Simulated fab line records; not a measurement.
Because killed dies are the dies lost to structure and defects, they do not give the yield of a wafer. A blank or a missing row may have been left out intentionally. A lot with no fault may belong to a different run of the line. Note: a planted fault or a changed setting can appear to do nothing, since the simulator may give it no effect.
Struck lot and sound lot, side by side	flow nand-harc	14 out of 1159 route steps
Sound: these wafers, L597.4, L597.5, L597.6. Struck: wafer L604.4. (L604.2, L604.5 of the same lot were not struck and are left out.) The cause comes at the end.
Each step with rows lists, per side, the tool, then ch with its chambers, then its first start. Under that, the readings that differ: sound wafers	struck wafers	difference of the means	sigmas: that difference in standard deviations of wafers without a fault.
alike: readings whose means differ by less than 2 such deviations, and words and numbers that are the same on both sides. not compared: withheld readings, readings that some wafer has no value for, bounds like >300 that may hide the same value, and numbers for which the record gives no deviation and whose values overlap.
A row with sigmas, a row that says differs or no value, or rows on one side alone: a step with any of these is where the two part. Numbers that have no deviation but don't overlap get no sigmas and don't part them. A reading that every wafer of one side lacks parts them only if that side has two wafers or more.

first, 1 step without rows for these wafers: NHARC_A_STAIRCASE_ETCH_13 (etches the open film in C4F8/O2, target depth 100 nm, time 40.5 s).
NHARC_A_STAIRCASE_TRIM_14: chemistry O2, time 211.2 s.
  sound: rie-diel-06 ch 0,1,3; struck: rie-diel-07 ch 1
reading	sound	struck	difference	sigmas
rf-hours-counter-h (h)	- - -	29	no value on the sound wafers	
  alike: drypump-motor-current-A, oes-product-au, rf-vpp-V, showerhead-plenum-p-Torr, throttle-valve-pct
NHARC_A_STAIRCASE_ETCH_15: etches the open film in C4F8/O2, target depth 100 nm, time 40.5 s.
  sound: rie-diel-06 ch 0,1,3; struck: rie-diel-07 ch 1
reading	sound	struck	difference	sigmas
rf-hours-counter-h (h)	- - -	29	no value on the sound wafers	
  alike: oes-product-au, rf-vpp-V
NHARC_A_STAIRCASE_TRIM_16: chemistry O2, time 211.2 s.
  sound: rie-diel-06 ch 0,1,3; struck: rie-diel-07 ch 0
reading	sound	struck	difference	sigmas
rf-hours-counter-h (h)	- - -	35	no value on the sound wafers	
  alike: drypump-motor-current-A, oes-product-au, rf-vpp-V, showerhead-plenum-p-Torr, throttle-valve-pct
then, 1 step without rows for these wafers: NHARC_A_STAIRCASE_ETCH_17 (etches the open film in C4F8/O2, target depth 100 nm, time 40.5 s).
NHARC_A_STAIRCASE_TRIM_18: chemistry O2, time 211.2 s.
  sound: rie-diel-06 ch 0,1,3; struck: rie-diel-07 ch 1
reading	sound	struck	difference	sigmas
rf-hours-counter-h (h)	- - -	29	no value on the sound wafers	
  alike: drypump-motor-current-A, oes-product-au, rf-vpp-V, showerhead-plenum-p-Torr, throttle-valve-pct
then, 4 steps without rows for these wafers: NHARC_A_STAIRCASE_ETCH_19 (etches the open film in C4F8/O2, target depth 100 nm, time 40.5 s); NHARC_A_STAIRCASE_TRIM_20 (chemistry O2, time 211.2 s); NHARC_A_STAIRCASE_ETCH_21 (etches the open film in C4F8/O2, target depth 100 nm, time 40.5 s); NHARC_A_STAIRCASE_TRIM_22 (chemistry O2, time 211.2 s).
NHARC_A_STAIRCASE_ETCH_23: etches the open film in C4F8/O2, target depth 100 nm, time 40.5 s.
  sound: rie-diel-06 ch 0,1,3; struck: rie-diel-06 ch 0
reading	sound	struck	difference	sigmas
rf-hours-counter-h (h)	- - -	34	no value on the sound wafers	
  alike: oes-product-au, rf-vpp-V
NHARC_A_STAIRCASE_TRIM_24: chemistry O2, time 211.2 s.
  sound on rie-diel-06 ch 0,1,3, day 13 08:07; struck on rie-diel-06 ch 2, day 15 01:04
reading	sound	struck	difference	sigmas
oes-product-au (a.u.)	1.007 1.023 1.020	1.171	+0.154	+14
rf-hours-counter-h (h)	- - -	27	no value on the sound wafers	
throttle-valve-pct (%)	17.034 17.024 17.035	17.052	+0.021	+2
  alike: drypump-motor-current-A, rf-vpp-V, showerhead-plenum-p-Torr
then, 1 step without rows for these wafers: NHARC_A_STAIRCASE_ETCH_25 (etches the open film in C4F8/O2, target depth 100 nm, time 40.5 s).
-- jump in the record: it breaks off in module A_STAIRCASE and resumes in module END (first step shown: number 1159 of the route), and 8 days separate the struck wafers' starts before and after --
NHARC_END_SORT_01:
  only the struck wafers appear in the record here, on prober-01 ch 0 at day 23 05:17; the sound ones have no rows

## WHERE THEY PART
Last at NHARC_END_SORT_01 as far as this record goes, first at NHARC_A_STAIRCASE_TRIM_14.

WHY: what had been put in by the simulator
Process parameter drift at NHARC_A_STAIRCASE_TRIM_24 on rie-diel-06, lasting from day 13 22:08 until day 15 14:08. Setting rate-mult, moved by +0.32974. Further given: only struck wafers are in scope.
